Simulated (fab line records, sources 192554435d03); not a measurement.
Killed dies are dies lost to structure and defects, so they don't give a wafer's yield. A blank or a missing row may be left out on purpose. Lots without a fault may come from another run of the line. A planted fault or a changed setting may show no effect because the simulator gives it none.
Chamber matching | flow n5_finfet | N5_FIN_SAQP_SPACER1_ALD_24 on ald_sin-04: 4 sister chambers
The step deposits SiO2, target thk 20.3 nm, pulse time 1 s, purge time 2 s. 8 wafers are shown with their chamber, then 11 later ones without.

WAFERS WITH THEIR CHAMBER
wafer  | chamber | heater_power_w (W) | precursor_pulse_height_rel
L084.1 | 2       | 454                | 1.034
L084.5 | 3       | 512                | 0.994
L086.1 | 3       | 504                | 1.005
L086.4 | 2       | 461                | 1.005
L090.4 | 0       | 482                | 1.023
L090.5 | 1       | 470                | 1.010
L090.6 | 0       | 491                | 0.992
L093.2 | 1       | 470                | 0.990

WAFERS WITHOUT THEIR CHAMBER
wafer  | heater_power_w (W) | precursor_pulse_height_rel
L093.3 | 455                | 1.028
L093.5 | 493                | 0.972
L095.1 | 509                | 0.984
L095.3 | 492                | 0.972
L095.5 | 528                | 1.021
L096.1 | 475                | 0.996
L096.5 | 501                | 1.001
L096.6 | 454                | 1.014
L097.1 | 458                | 0.996
L097.3 | 525                | 1.027
L097.5 | 475                | 1.048

WHICH CHAMBER EACH WENT THROUGH
wafer  | from the rows above          | in truth
L093.3 | 2                            | 2
L093.5 | can't be placed: 0 or 3      | 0
L095.1 | 3                            | 3
L095.3 | can't be placed: 0 or 3      | 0
L095.5 | 3                            | 3
L096.1 | can't be placed: 1 or 0      | 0
L096.5 | can't be placed: 3 or 0      | 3
L096.6 | 2                            | 2
L097.1 | can't be placed: 2 or 1      | 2
L097.3 | 3                            | 3
L097.5 | can't be placed: 1 or 0 or 2 | 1
Placed correctly: 5 of 11. Can't be placed from these rows: 6 (the true chamber is among the candidates in 6). Placed wrongly: 0.
How it was worked out, from the rows above alone: a wafer's distance from a chamber is the root of the sum, over the readings, of the square of ((its reading less the chamber's mean) divided by the reading's scatter). The wafer belongs to the nearest chamber; if the next one is less than 2 further off, it can't be placed. A chamber's mean is the mean of its shown wafers. The scatter: the root of (the sum of the squares of (reading less its chamber's mean) over the shown wafers, divided by (wafers less chambers)).
